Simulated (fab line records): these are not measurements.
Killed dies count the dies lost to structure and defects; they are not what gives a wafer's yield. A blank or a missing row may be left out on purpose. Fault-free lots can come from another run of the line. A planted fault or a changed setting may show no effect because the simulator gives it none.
Problem report, 8D (eight disciplines) form, completed by code -- flow n5 finfet -- the parts of the form that need people (team, actions taken, sign-off) are left out

== 1. THE ISSUE ==
Wafers with no fault read 5.29 s with a standard deviation of 0.12, whereas etch rf on time s at N5_BEOL_M9_ETCH_76 reads a mean of 3.50 s on 1 wafer of 1 lot. Relative to the usual mean, that is a shift of -15 standard deviations.
The step: etches underlayer in N2/H2, target depth 6.5 nm, time 5.2 s.
First seen on wafer L987.4, day 15 20:47, on rie diel-01. The record holds 27 wafers of 9 lots with a number at this step. Rule for "out" (also "out of limits"): further than 4 standard deviations from the usual mean. All remaining wafers that have a number are taken as sound.

== 2. WHAT IT IS, AND WHAT IT ISN'T ==
question,is,is not
which readings at this step,etch rf on time s,"bias w, drypump motor current A, rf vpp V, showerhead plenum p Torr, throttle valve pct"
which lots,L987,"L965, L966, L969, L971, L973, L979, L980, L988"
which wafers of those lots,L987.4,"L987.2, L987.6"
read on which tools,rie diel-01,"rie diel-03, rie diel-04"
when,from day 15 20:47,up to then (23 sound wafers); but 3 sound wafers of L988 came after

== 3. SUSPECTS, AND WHAT RULES EACH OUT ==
Counting: a tool at a process step up to the reading stays a suspect if it ran every lot that is out. Sound lots after the first of them don't rule it out here, since some wafers of a struck lot are sound.
- rie diel-03 at N5_BEOL_M9_STRIP_19 (strips in O2): kept. It ran the lot that is out, L987 (day 15 17:06); its last sound lot up to then is L980 (day 14 11:50).
- rie diel-01 at N5_BEOL_M9_ETCH_76 (etches underlayer in N2/H2, target depth 6.5 nm, time 5.2 s): kept. It ran the lot that is out, L987 (day 15 20:47); its last sound lot up to then is L971 (day 12 17:54). Its own readings are out on those wafers: etch rf on time s.
- In rie diel-03 at N5_BEOL_M9_STRIP_19, the wafers that are out were processed in chamber 2 and their sound lot-mates in chambers 1, 3.
- In rie diel-01 at N5_BEOL_M9_ETCH_76, the wafers that are out were processed in chamber 2 and their sound lot-mates in chambers 1, 3.
Left after counting: rie diel-03 at N5_BEOL_M9_STRIP_19, rie diel-01 at N5_BEOL_M9_ETCH_76.

== 4. THE CAUSE (what the simulator had put in) ==
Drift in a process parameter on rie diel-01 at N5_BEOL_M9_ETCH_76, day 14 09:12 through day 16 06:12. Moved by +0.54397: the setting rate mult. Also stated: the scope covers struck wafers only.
Counting leaves 2 suspects; this tool is one of them.

== 5. THE EFFECT CHAIN, in route order ==
One row per reading whose mean, taken over the struck wafers that have a number, lies over 3 standard deviations from the usual. Only readings for which the record gives a usual standard deviation are gone through. hours: the time from each lot's start at the first step in this table that gives one to its start at this step, as a median over the lots. sigmas: the change in usual standard deviations.
hours,step,reading,usual,on struck wafers,change,sigmas
0,N5_BEOL_M9_ETCH_76,etch rf on time s,5.29 s,3.50,-1.79,-15
-,N5_BEOL_M9_TRENCH_ETCH_37,bias w,185.0 W,186.9,+1.9,+3.3
Its process steps:
- N5_BEOL_M9_ETCH_76: etches underlayer in N2/H2, target depth 6.5 nm, time 5.2 s.
- N5_BEOL_M9_TRENCH_ETCH_37: etches SiCOH lowk in C4F6/O2, target depth 151.43 nm, time 49 s.

== 6. WHAT WOULD HAVE CAUGHT IT SOONER ==
36 hours passed between the start of the fault at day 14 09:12 and the first reading out of limits in this record, taken at day 15 20:47.
